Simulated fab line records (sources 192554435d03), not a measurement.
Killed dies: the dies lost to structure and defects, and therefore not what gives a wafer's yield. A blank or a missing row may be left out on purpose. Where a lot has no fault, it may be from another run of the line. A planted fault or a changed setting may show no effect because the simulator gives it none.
Matching of chambers :: flow n5_finfet :: 4 sister chambers for N5_DUMMY_GATE_STRIP_48 on rie_diel-04
The step strips in N2/H2, time 20 s. 14 wafers are shown with their chamber, then 7 later ones without.

WAFERS PAIRED WITH THEIR CHAMBERS
wafer: L077.1
chamber: 3
showerhead_plenum_p_Torr (Torr): 3.50
throttle_valve_pct (%): 12.23
drypump_motor_current_A (A): 4.9

wafer: L077.4
chamber: 2
showerhead_plenum_p_Torr (Torr): 3.22
throttle_valve_pct (%): 12.17
drypump_motor_current_A (A): 5.1

wafer: L077.6
chamber: 3
showerhead_plenum_p_Torr (Torr): 3.50
throttle_valve_pct (%): 12.24
drypump_motor_current_A (A): 4.9

wafer: L080.1
chamber: 1
showerhead_plenum_p_Torr (Torr): 3.52
throttle_valve_pct (%): 12.50
drypump_motor_current_A (A): 4.9

wafer: L080.3
chamber: 0
showerhead_plenum_p_Torr (Torr): 3.40
throttle_valve_pct (%): 11.94
drypump_motor_current_A (A): 5.3

wafer: L080.5
chamber: 0
showerhead_plenum_p_Torr (Torr): 3.40
throttle_valve_pct (%): 11.96
drypump_motor_current_A (A): 5.3

wafer: L082.1
chamber: 2
showerhead_plenum_p_Torr (Torr): 3.22
throttle_valve_pct (%): 12.20
drypump_motor_current_A (A): 5.1

wafer: L082.4
chamber: 1
showerhead_plenum_p_Torr (Torr): 3.51
throttle_valve_pct (%): 12.50
drypump_motor_current_A (A): 4.9

wafer: L082.5
chamber: 1
showerhead_plenum_p_Torr (Torr): 3.51
throttle_valve_pct (%): 12.49
drypump_motor_current_A (A): 5.0

wafer: L087.2
chamber: 0
showerhead_plenum_p_Torr (Torr): 3.40
throttle_valve_pct (%): 11.96
drypump_motor_current_A (A): 5.3

wafer: L087.3
chamber: 1
showerhead_plenum_p_Torr (Torr): 3.51
throttle_valve_pct (%): 12.52
drypump_motor_current_A (A): 5.0

wafer: L087.6
chamber: 0
showerhead_plenum_p_Torr (Torr): 3.40
throttle_valve_pct (%): 11.98
drypump_motor_current_A (A): 5.3

wafer: L091.2
chamber: 0
showerhead_plenum_p_Torr (Torr): 3.39
throttle_valve_pct (%): 11.97
drypump_motor_current_A (A): 5.3

wafer: L091.5
chamber: 2
showerhead_plenum_p_Torr (Torr): 3.21
throttle_valve_pct (%): 12.23
drypump_motor_current_A (A): 5.1

SIGNATURES (means of the wafers above)
reading: showerhead_plenum_p_Torr
chamber 0: 3.3980
chamber 1: 3.5125
chamber 2: 3.2167
chamber 3: 3.5000
scatter within a chamber: 0.00471

reading: throttle_valve_pct
chamber 0: 11.9620
chamber 1: 12.5025
chamber 2: 12.2000
chamber 3: 12.2350
scatter within a chamber: 0.0179

reading: drypump_motor_current_A
chamber 0: 5.300
chamber 1: 4.950
chamber 2: 5.100
chamber 3: 4.900
scatter within a chamber: 0.0316
Rule: for a wafer and a chamber, the distance is found by dividing, reading by reading, the gap between the wafer's reading and the chamber's mean by the reading's scatter, squaring, summing and taking the root. If the next closest chamber is less than 2 further off than the closest, the wafer can't be placed; otherwise it belongs to the closest. How the scatter is found: for the shown wafers, subtract from each reading the mean of its chamber, square and add these, divide the total by (wafers less chambers), then take the root.

WAFERS WITH NO CHAMBER GIVEN
wafer: L091.6
showerhead_plenum_p_Torr (Torr): 3.49
throttle_valve_pct (%): 12.32
drypump_motor_current_A (A): 4.9

wafer: L093.2
showerhead_plenum_p_Torr (Torr): 3.21
throttle_valve_pct (%): 12.24
drypump_motor_current_A (A): 5.1

wafer: L093.3
showerhead_plenum_p_Torr (Torr): 3.50
throttle_valve_pct (%): 12.55
drypump_motor_current_A (A): 4.9

wafer: L093.4
showerhead_plenum_p_Torr (Torr): 3.39
throttle_valve_pct (%): 11.99
drypump_motor_current_A (A): 5.3

wafer: L094.3
showerhead_plenum_p_Torr (Torr): 3.50
throttle_valve_pct (%): 12.56
drypump_motor_current_A (A): 5.0

wafer: L094.5
showerhead_plenum_p_Torr (Torr): 3.39
throttle_valve_pct (%): 11.99
drypump_motor_current_A (A): 5.3

wafer: L094.6
showerhead_plenum_p_Torr (Torr): 3.50
throttle_valve_pct (%): 12.55
drypump_motor_current_A (A): 5.0

EACH ONE'S CHAMBER
wafer: L091.6
from the rows above: 3
in truth: 3

wafer: L093.2
from the rows above: 2
in truth: 2

wafer: L093.3
from the rows above: 1
in truth: 1

wafer: L093.4
from the rows above: 0
in truth: 0

wafer: L094.3
from the rows above: 1
in truth: 1

wafer: L094.5
from the rows above: 0
in truth: 0

wafer: L094.6
from the rows above: 1
in truth: 1
Correct placement for 7 of the 7. Can't be placed from these rows: 0. 0 placed wrongly.
